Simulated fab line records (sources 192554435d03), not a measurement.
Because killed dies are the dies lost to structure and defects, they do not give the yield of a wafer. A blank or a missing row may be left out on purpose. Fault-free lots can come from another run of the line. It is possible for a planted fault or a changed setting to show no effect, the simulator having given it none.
A struck lot beside a sound one + flow n5Finfet + 17 steps out of a route of 1938
Sound: the wafers L411.3, L411.5, L411.6. Struck: wafer L426.4 (L426.3, L426.5, from the same lot, were not struck and are left out); the cause is given at the end.
Per side, at each step with rows, come the tool, then ch with its chambers, and then its first start. Under that, the readings that differ: sound wafers + struck wafers + difference of the means + sigmas: that difference in standard deviations of wafers without a fault.
alike: words and numbers the same on both sides, and readings whose means are apart by under 2 such deviations; not compared: readings that were withheld, readings missing a value for some wafer, numbers with overlapping values and no deviation given by the record, and bounds like >300 which may hide the same value.
The two part at a step that has a row with sigmas, a row that says differs or no value, or rows on one side only. Numbers that have no deviation but don't overlap get no sigmas and don't part them. A reading missing from all wafers of one side parts the sides only when that side holds two or more wafers.

first, 1 step without rows for these wafers: N5_BEOL_M5_ANNEAL_89 (time 1800 s).
N5_BEOL_M5_SPUTTER_90: material Cu, target thk 4.5 nm, time 8.29 s.
  sound: pvdSputter-01 at day 8 22:20; struck: pvdSputter-01 at day 13 07:38
  alike: chuckGasFlowSccm, throttleValvePct
then, 3 steps without rows for these wafers: N5_BEOL_M5_ECD_50 (material Cu, target thk 300 nm); N5_BEOL_M5_ANNEAL_51 (time 90 s); N5_BEOL_M5_CMP_52 (polishes, stops on SiCOH lowk, t overpolish 6.9 s, target thk 62 nm).
N5_BEOL_M5_THK_MEAS_53: measures by xrf.
  sound: filmMetro-02 at day 8 23:07; struck: filmMetro-01 at day 13 08:26
  alike: M5_THK
then, 1 step without rows for these wafers: N5_BEOL_M5_PRE_CLEAN_77 (time 15 s).
N5_BEOL_M5_CO_CAP_78: material Co, precursor CCTBA/H2, target thk 2 nm, time 102.1 s.
  sound on cvdCo-02 ch 0,1,2, day 8 23:12; struck on cvdCo-02 ch 2, day 13 08:31
  alike: heaterPowerW
then, 1 step without rows for these wafers: N5_BEOL_M5_PRE_CLEAN_55 (time 15 s).
N5_BEOL_M5_DEP_56: deposits SiCN from 3MS/NH3, target thk 8 nm, time 14 s.
  sound on pecvd-04 ch 0,1, day 8 23:19; struck on pecvd-03 ch 1, day 13 08:37
  alike: showerheadPlenumPTorr, throttleValvePct
N5_BEOL_M5_RS_MEAS_57: the measuring method here is four-point-probe.
  sound: filmMetro-02 at day 8 23:23; struck: filmMetro-02 at day 13 08:41
  alike: M5_RS
N5_BEOL_M5_INSPECT_58: inspects for defects (darkfield).
  sound: defectInspect-01 at day 8 23:25; struck: defectInspect-01 at day 13 08:43
  alike: rawDefectCount
N5_BEOL_M6_ILD_DEP_00: deposits SiCOH lowk from DEMS/porogen, target thk 179.75 nm, time 33.4 s.
  sound on pecvd-01 ch 1,2, day 8 23:27; struck on pecvd-01 ch 1, day 13 08:45
  alike: heaterPowerW, showerheadPlenumPTorr, throttleValvePct
N5_BEOL_M6_CURE_74: cures SiCOH lowk, time 240 s.
  sound on uvCure-01 ch 1, day 8 23:40; struck on uvCure-02 ch 1, day 13 08:59
  alike: lampPowerPct, wafer_temp_C_max
N5_BEOL_M6_THK_MEAS_01:
  sound: filmMetro-01 at day 9 00:02; struck: filmMetro-01 at day 13 09:20
| reading         | sound             | struck | difference | sigmas |
|-----------------|-------------------|--------|------------|--------|
| M6_ILD_THK (nm) | 146.4 151.9 153.4 | 134.2  | -16.4      | -6     |
N5_BEOL_M6_PECVD_70: deposits SiO2 from TEOS/O2, target thk 20 nm, time 22.7 s.
  sound on pecvd-01 ch 0,2, day 9 00:04; struck on pecvd-04 ch 1, day 13 09:27
| reading              | sound          | struck | difference | sigmas |
|----------------------|----------------|--------|------------|--------|
| throttleValvePct (%) | 20.5 20.5 20.6 | 24.8   | +4.3       | +3     |
  alike: heaterPowerW, showerheadPlenumPTorr
-- a jump in the record: the struck wafers' starts before and after are 3 days apart (it breaks off in module BEOL_M6 and resumes in module PASSIVATION, where the first step shown is number 1936 of the route) --
N5_PASSIVATION_PROBE_49:
  sound: prober-01 at day 12 15:44; struck: prober-02 at day 16 18:55
| reading         | sound    | struck | difference | sigmas |
|-----------------|----------|--------|------------|--------|
| killed_at_M4_up | 14 5 23  | 31     | +17        | +3     |
| killedOnRim     | 15 12 14 | 32     | +18        | +5     |
  alike: defectLimitedYield, killed_at_M0_to_M3, killedAtContacts, killedAtFrontEnd, killedAtOther, killedDies, killedOpen, killedShort, sort_bin_5_function, sort_bin_6_memory, sort_bin_8_speed, sortNPass, sortYieldPct

== WHERE THEY PART ==
At N5_BEOL_M6_THK_MEAS_01 first; at N5_PASSIVATION_PROBE_49 last (within this record only).

WHY: whatever the simulator had introduced
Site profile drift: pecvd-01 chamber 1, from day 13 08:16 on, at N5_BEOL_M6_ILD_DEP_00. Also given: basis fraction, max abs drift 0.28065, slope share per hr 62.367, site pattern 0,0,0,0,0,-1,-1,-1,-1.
